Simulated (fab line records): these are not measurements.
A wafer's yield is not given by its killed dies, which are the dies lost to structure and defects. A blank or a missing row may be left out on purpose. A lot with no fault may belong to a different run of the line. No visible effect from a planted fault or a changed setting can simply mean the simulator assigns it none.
fab line records	flow nandHarc
record: lots: 12	wafers: 36	lastDay: 25
route steps=1159 shown A_STAIRCASE@743 A_SGD_CUT@755 END@1159
lots with no fault: from the same line, run without faults
startH: start of the lot's first displayed wafer, in hours after the record's first day	waitH: time in hours since the lot's previous step	" the same as in the row above	L1.1+2: a single row standing in for several wafers	- no value, or no start given	* or withheld: withheld	< > ~ a bound
route shown NAME@n: NAME is a module with steps in the file, n the number in the route of the first one	usual: mean and standard deviation over wafers with no fault	same: alike in all rows	chamber/n: place in a boat	sites: the reading at each site	_std_site: standard deviation of those values	_edge_site: outer sites' mean less inner sites'	radiusMm: for every site, how far away it sits from the centre of the wafer	mask NAME#n: copy n	behind: the tool/chamber that last shaped the wafer	hold: why the lot went on hold/how many hours it stayed there/how the hold came to an end	device: the n, p or np transistor that did not switch	end of line: the route-end tests of the same wafers	for a step that has no rows: nothing shown but its recipe	killed: the dies lost at the first sort to structure and to defects; this is not the yield of the wafer	map: dies across one wafer; x = killed, . = not, _ = none there
set.NAME: the setting that was run; set.NAME@STEP: the one run at that earlier step	model.NAME: the simulator's own value behind a step, which no gauge read
the route's steps for a sample of lots (tables are steps, rows are wafers)
services: the hour from which a tool's chamber was out of use, counted from the record's first day as startH (under 0 if before that day), plus the number of hours and why
== steps ==
step: NHARC_A_STAIRCASE_CMP_472
recipe: material: SiO2
usual: motorCurrentA: 12.1/1.2	slurryFlowMlMin: 150.0/0.42
lot.wafer	tool	chamber	startH	waitH	motorCurrentA	slurryFlowMlMin
L323.1	cmp-03	2	290.64	0.3	10.7	149.8
L323.3	"	0	"	"	11.1	151.3
L323.6	"	1	"	"	12.5	150.2
L325.2	cmp-03	1	318.97	0.2	11.8	150.0
L325.4	"	2	"	"	11.2	149.1
L325.6	"	1	"	"	12.0	149.8
L324.2	cmp-02	2	319.21	0.2	12.2	149.6
L324.3	"	0	"	"	12.6	149.6
L324.5	"	1	"	"	13.1	150.0
L326.3	cmp-03	3	319.43	0.2	11.7	149.6
L326.4	"	0	"	"	11.2	150.0
L326.6	"	1	"	"	12.1	150.4
L327.2	cmp-02	3	331.73	0.2	9.8	149.8
L327.4	"	1	"	"	13.8	150.1
L327.5	"	2	"	"	12.1	150.2
L328.2	cmp-02	3	332.05	0.2	10.0	149.4
L328.4	"	1	"	"	13.1	149.7
L328.3	"	2	"	"	11.6	150.6
L332.3	cmp-04	0	369.50	0.2	12.8	150.9
L332.1	"	1	"	"	13.3	150.6
L332.6	"	1	"	"	13.5	150.4
L338.3	cmp-03	3	400.65	0.2	11.0	150.5
L338.1	"	0	"	"	10.7	150.0
L338.6	"	3	"	"	11.5	150.1
L342.1	cmp-03	0	430.15	0.3	10.8	149.9
L342.5	"	1	"	"	12.5	150.2
L342.6	"	2	"	"	10.9	150.3
L343.4	cmp-04	3	431.59	0.2	13.6	150.3
L343.1	"	0	"	"	12.9	150.2
L343.2	"	1	"	"	13.5	149.2
L346.2	cmp-02	1	442.74	0.2	13.5	149.7
L346.4	"	3	"	"	9.9	149.8
L346.5	"	0	"	"	13.5	150.3
L345.2	cmp-04	2	451.61	0.3	12.8	150.3
L345.5	"	3	"	"	13.7	150.6
L345.6	"	0	"	"	13.2	151.0
step: NHARC_A_STAIRCASE_INSPECT_155
usual: rawDefectCount: 363/130
lot.wafer	tool	chamber	startH	waitH	rawDefectCount
L323.1	defectInspect-02	-	290.96	0.1	434
L323.3	"	-	"	"	472
L323.6	"	-	"	"	658
L325.2	defectInspect-01	-	319.32	0.1	380
L325.4	"	-	"	"	250
L325.6	"	-	"	"	545
L324.2	defectInspect-01	-	319.53	0.1	268
L324.3	"	-	"	"	450
L324.5	"	-	"	"	204
L326.3	defectInspect-02	-	319.72	0.1	637
L326.4	"	-	"	"	672
L326.6	"	-	"	"	386
L327.2	defectInspect-01	-	332.05	0.1	214
L327.4	"	-	"	"	218
L327.5	"	-	"	"	171
L328.2	defectInspect-01	-	332.39	0.1	308
L328.3	"	-	"	"	258
L328.4	"	-	"	"	500
L332.1	defectInspect-01	-	369.84	0.1	308
L332.3	"	-	"	"	252
L332.6	"	-	"	"	258
L338.1	defectInspect-01	-	400.97	0.1	424
L338.3	"	-	"	"	285
L338.6	"	-	"	"	320
L342.1	defectInspect-02	-	430.41	0.1	476
L342.5	"	-	"	"	270
L342.6	"	-	"	"	398
L343.1	defectInspect-02	-	431.91	0.1	278
L343.2	"	-	"	"	312
L343.4	"	-	"	"	365
L346.2	defectInspect-01	-	443.06	0.1	237
L346.4	"	-	"	"	174
L346.5	"	-	"	"	195
L345.2	defectInspect-02	-	451.89	0.1	296
L345.5	"	-	"	"	492
L345.6	"	-	"	"	433
step: NHARC_A_SGD_CUT_EXPOSE_06
recipe: na: 1.35	doseMj: 85.59	maskId: SGD
usual: exposureDoseMJCm2: 85.58/0.081	reticleTempC: 23.04/0.12
same: na: 1.35
lot.wafer	tool	chamber	startH	waitH	mask	exposureDoseMJCm2	reticleTempC
L323.1	arfiScanner-03	0	291.60	-	SGD#0	85.56	23.02
L323.3	"	0	"	"	SGD#0	85.66	23.25
L323.6	"	0	"	"	SGD#0	85.64	22.98
L325.2	arfiScanner-02	0	319.98	-	SGD#0	85.56	23.11
L325.4	"	0	"	"	SGD#0	85.58	23.17
L325.6	"	0	"	"	SGD#0	85.63	23.07
L324.2	arfiScanner-01	0	320.38	-	SGD#0	85.51	23.04
L324.3	"	0	"	"	SGD#0	85.60	22.94
L324.5	"	0	"	"	SGD#0	85.66	22.95
L326.3	arfiScanner-02	0	320.54	-	SGD#0	85.67	22.90
L326.4	"	0	"	"	SGD#0	85.79	22.99
L326.6	"	0	"	"	SGD#0	85.66	22.95
L327.2	arfiScanner-01	0	332.72	-	SGD#0	85.63	23.12
L327.4	"	0	"	"	SGD#0	85.53	23.07
L327.5	"	0	"	"	SGD#0	85.67	23.07
L328.2	arfiScanner-03	0	333.05	-	SGD#0	85.43	22.99
L328.3	"	0	"	"	SGD#0	85.55	23.10
L328.4	"	0	"	"	SGD#0	85.61	23.00
L332.1	arfiScanner-03	0	370.36	-	SGD#0	85.47	23.22
L332.3	"	0	"	"	SGD#0	85.40	22.98
L332.6	"	0	"	"	SGD#0	85.50	23.16
L338.1	arfiScanner-03	0	401.62	-	SGD#0	85.57	22.80
L338.3	"	0	"	"	SGD#0	85.43	22.88
L338.6	"	0	"	"	SGD#0	85.50	22.95
L342.1	arfiScanner-01	0	431.06	-	SGD#0	99.83	22.89
L342.5	"	0	"	"	SGD#0	99.94	22.84
L342.6	"	0	"	"	SGD#0	100.00	22.76
L343.1	arfiScanner-01	0	432.43	-	SGD#0	94.75	23.14
L343.2	"	0	"	"	SGD#0	94.72	23.08
L343.4	"	0	"	"	SGD#0	94.65	22.91
L346.2	arfiScanner-03	0	443.92	-	SGD#0	85.55	23.02
L346.4	"	0	"	"	SGD#0	85.54	22.99
L346.5	"	0	"	"	SGD#0	85.47	23.21
L345.2	arfiScanner-03	0	452.55	-	SGD#0	85.64	23.19
L345.5	"	0	"	"	SGD#0	85.53	22.94
L345.6	"	0	"	"	SGD#0	85.68	23.05
step: NHARC_A_SGD_CUT_CD_MEAS_09
recipe: targetCdNm: 100	landingEnergyEv: 500
usual: cdNm: 100.0/0.59
lot.wafer	tool	chamber	startH	waitH	cdNm
L323.1	cdSem-03	0	291.74	-	101.0
L323.3	"	0	"	"	99.6
L323.6	"	0	"	"	99.7
L325.2	cdSem-02	0	320.11	-	99.6
L325.4	"	0	"	"	99.4
L325.6	"	0	"	"	99.7
L324.2	cdSem-02	0	320.52	-	99.7
L324.3	"	0	"	"	100.1
L324.5	"	0	"	"	100.2
L326.3	cdSem-02	0	320.68	-	101.0
L326.4	"	0	"	"	100.5
L326.6	"	0	"	"	99.8
L327.2	cdSem-01	0	332.86	-	99.8
L327.4	"	0	"	"	98.8
L327.5	"	0	"	"	99.5
L328.2	cdSem-03	0	333.20	-	99.6
L328.3	"	0	"	"	99.4
L328.4	"	0	"	"	100.1
L332.1	cdSem-03	0	370.50	-	101.6
L332.3	"	0	"	"	100.0
L332.6	"	0	"	"	99.4
L338.1	cdSem-01	0	401.76	-	100.3
L338.3	"	0	"	"	99.2
L338.6	"	0	"	"	99.2
L342.1	cdSem-02	0	431.20	-	112.0
L342.5	"	0	"	"	111.7
L342.6	"	0	"	"	111.9
L343.1	cdSem-03	0	432.57	-	108.4
L343.2	"	0	"	"	107.0
L343.4	"	0	"	"	108.0
L346.2	cdSem-02	0	444.06	-	100.1
L346.4	"	0	"	"	99.5
L346.5	"	0	"	"	101.8
L345.2	cdSem-02	0	452.69	-	99.9
L345.5	"	0	"	"	100.3
L345.6	"	0	"	"	101.0
step: NHARC_A_SGD_CUT_ETCH_59
recipe: targetDepthA: 2600	overEtchFrac: 0.25	timeS: 406.25	ionEnergyEv: 200	n2FlowSccm: 150	h2FlowSccm: 150	arFlowSccm: 0	rfW: 400	biasW: 150	chemistry: N2/H2
usual: drypumpMotorCurrentA: 5.6/0.48	oesProductAu: 1.005/0.011	rfVppV: 430.1/2.5	showerheadPlenumPTorr: 2.02/0.085	throttleValvePct: 14.171/0.01
lot.wafer	tool	chamber	startH	waitH	drypumpMotorCurrentA	oesProductAu	rfHoursCounterH	rfVppV	showerheadPlenumPTorr	throttleValvePct
L323.3	rieDiel-03	1	-	-	5.7	1.022	7	426.7	1.90	14.179
L323.1	"	3	"	"	4.9	0.985	8	432.2	2.05	14.164
L323.6	"	3	"	"	4.9	0.986	-	431.2	2.05	14.179
L325.2	rieDiel-03	2	-	-	5.8	1.014	8	427.0	1.94	14.181
L325.4	"	1	"	"	5.7	1.024	11	426.2	1.90	14.157
L325.6	"	3	"	"	4.9	0.997	-	429.9	2.05	14.181
L324.3	rieDiel-08	0	-	-	6.4	0.994	0	433.6	2.14	14.159
L324.2	"	2	"	"	5.2	0.989	1	426.9	1.92	14.171
L324.5	"	0	"	"	6.4	0.994	-	433.5	2.14	14.161
L326.3	rieDiel-02	1	-	-	5.8	1.014	9	430.9	2.09	14.168
L326.4	"	2	"	"	5.6	1.011	12	433.2	2.14	14.153
L326.6	"	0	"	"	5.5	0.995	-	431.4	2.09	14.171
L327.4	rieDiel-08	2	-	-	5.2	1.000	2	427.3	1.92	14.166
L327.2	"	0	"	"	6.4	0.989	1	433.1	2.14	14.161
L327.5	"	2	"	"	5.2	1.004	-	426.4	1.92	14.165
L328.3	rieDiel-03	1	-	-	5.7	1.021	13	426.0	1.90	14.181
L328.2	"	2	"	"	5.8	1.009	10	428.2	1.94	14.171
L328.4	"	3	"	"	4.9	0.995	13	430.2	2.05	14.170
L332.3	rieDiel-03	2	-	-	5.8	1.015	13	427.8	1.94	14.150
L332.1	"	3	"	"	5.0	0.990	16	431.9	2.05	14.166
L332.6	"	3	"	"	4.9	1.000	-	432.2	2.05	14.162
L338.3	rieDiel-02	2	-	-	5.6	0.988	5	434.0	2.14	14.171
L338.1	"	3	"	"	4.8	1.015	5	433.4	2.15	14.164
L338.6	"	2	"	"	5.6	1.000	-	433.3	2.14	14.171
L342.1	rieDiel-02	1	-	-	5.7	1.000	7	433.2	2.09	14.175
L342.6	"	0	"	"	5.5	1.002	-	432.7	2.08	14.180
L342.5	"	1	"	"	5.7	1.005	-	431.5	2.08	14.151
L343.2	rieDiel-02	1	-	-	5.8	0.997	8	431.4	2.08	14.168
L343.4	"	3	"	"	4.8	1.019	7	433.3	2.15	14.146
L343.1	"	0	"	"	5.5	1.013	8	431.7	2.08	14.177
L346.2	rieDiel-03	2	-	-	5.8	1.010	5	428.0	1.94	14.190
L346.4	"	3	"	"	4.9	1.000	4	432.0	2.04	14.181
L346.5	"	2	"	"	5.9	1.022	-	426.7	1.94	14.163
L345.2	rieDiel-03	0	-	-	6.2	0.992	5	429.1	1.97	14.173
L345.5	"	0	"	"	6.2	0.993	-	428.0	1.97	14.171
L345.6	"	1	"	"	5.7	1.004	-	425.8	1.90	14.170
step: NHARC_END_SORT_01
recipe: tempC: 25
usual: killedAtArray: 30/10	killedAtOther: 0.5/0.82	killedAtPeriphery: 2.9/2	killedDies: 34/11	killedOpen: 3.2/1.8	killedShort: 2.0/1.4
same: grossDies: 677
lot.wafer	tool	chamber	startH	waitH	killedAtArray	killedAtOther	killedAtPeriphery	killedDies	killedOpen	killedShort
L332.1	prober-02	0	516.02	2.5	40	0	3	43	8	1
L332.3	prober-02	0	517.60	3.1	35	0	4	39	4	1
L332.6	prober-02	0	519.97	4.0	32	0	2	34	2	3
killed by level:class
L332.1 A_SLIT:chamberFilmFlake=14 A_CHANNEL_HOLE_D1:chamberFilmFlake=10 A_STAIRCASE:chamberFilmFlake=5 A_CONTACT:geometricParticle:open=3 A_CONTACT:chamberFilmFlake=3 A_CHANNEL_FILL_D1:geometricParticle:open=2 P_CONTACT:geometricParticle:open=1 P_M0:geometricParticle:open=1
L332.3 A_CHANNEL_HOLE_D1:chamberFilmFlake=15 A_SLIT:chamberFilmFlake=14 A_STAIRCASE:chamberFilmFlake=3 P_STI:chamberFilmFlake=2 P_CONTACT:geometricParticle:open=1 P_M1:geometricParticle:open=1 A_CHANNEL_FILL_D1:geometricParticle:short=1 A_SGD_CUT:geometricParticle:open=1
L332.6 A_SLIT:chamberFilmFlake=14 A_CHANNEL_HOLE_D1:chamberFilmFlake=9 A_STAIRCASE:chamberFilmFlake=2 A_WL_FILL:chamberFilmFlake=2 P_M0:geometricParticle:open=1 A_CHANNEL_FILL_D1:geometricParticle:short=1 A_CHANNEL_FILL_D1:geometricParticle:open=1 A_SGD_CUT:geometricParticle:short=1
== services ==
tool	chamber	startH	hours	kind
cmp-02	-	267.24	1.0	repair
rieDiel-02	3	274.58	4.6	repair
rieDiel-03	2	275.09	32.2	repair
cmp-02	-	287.74	1.4	repair
rieDiel-02	0	292.66	4.6	repair
rieDiel-02	2	296.38	8.7	repair
cmp-04	-	301.25	4.0	pm
arfiScanner-03	-	312.00	4.0	pm
arfiScanner-03	-	322.95	4.1	repair
cmp-02	-	324.50	4.0	pm
rieDiel-02	-	327.70	9.0	pm
cmp-04	-	345.44	4.4	repair
cmp-03	-	352.00	4.0	pm
arfiScanner-03	-	361.02	1.9	repair
arfiScanner-01	-	368.00	4.0	pm
rieDiel-03	0	371.77	9.1	repair
rieDiel-03	-	392.30	9.0	pm
rieDiel-03	3	405.50	7.8	repair
arfiScanner-03	-	416.83	0.6	repair
cmp-02	-	422.60	4.0	pm
arfiScanner-01	-	426.42	0.6	repair
cmp-03	-	438.76	0.9	repair
cmp-02	-	446.13	1.7	repair
cmp-03	-	450.00	4.0	pm
== key ==
firstSign: step: NHARC_A_SGD_CUT_EXPOSE_06	reading: exposureDoseMJCm2	direction: up	sigmas: 99+	usual: 85.58	struck: 97.31
effect: step: NHARC_A_SGD_CUT_CD_MEAS_09	reading: cdNm	direction: up	sigmas: 17	usual: 100.0	struck: 109.8	through: controlLoop
metAt NHARC_A_SGD_CUT_EXPOSE_06
struckLots L342,L343
testerLeftOut L342,L343
loopTrim: step: NHARC_A_SGD_CUT_EXPOSE_06	setting: dose	lots: L343
notActingAt NHARC_A_STAIRCASE_CMP_472,NHARC_A_STAIRCASE_INSPECT_155,NHARC_A_SGD_CUT_ETCH_59
onsetBetween 332.72 431.06
fault: kind: processParameterDrift	tool: arfiScanner-01	chamber: -	onsetH: 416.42	steps: NHARC_A_SGD_CUT_EXPOSE_06	channel: doseMj	offset: 14.253	shape: step	actsIn: theseRecipesOnly	stated: 85.59
testerLeftOut: of these lots the tester's yield and bins aren't shown, on N5 and GAA mostly nor the transistor test; their killed dies are dies lost to structure and defects alone, not to doping, threshold or leakage, so they don't give the yield
loopTrim: a control loop set the setting to another value than it would have without faults
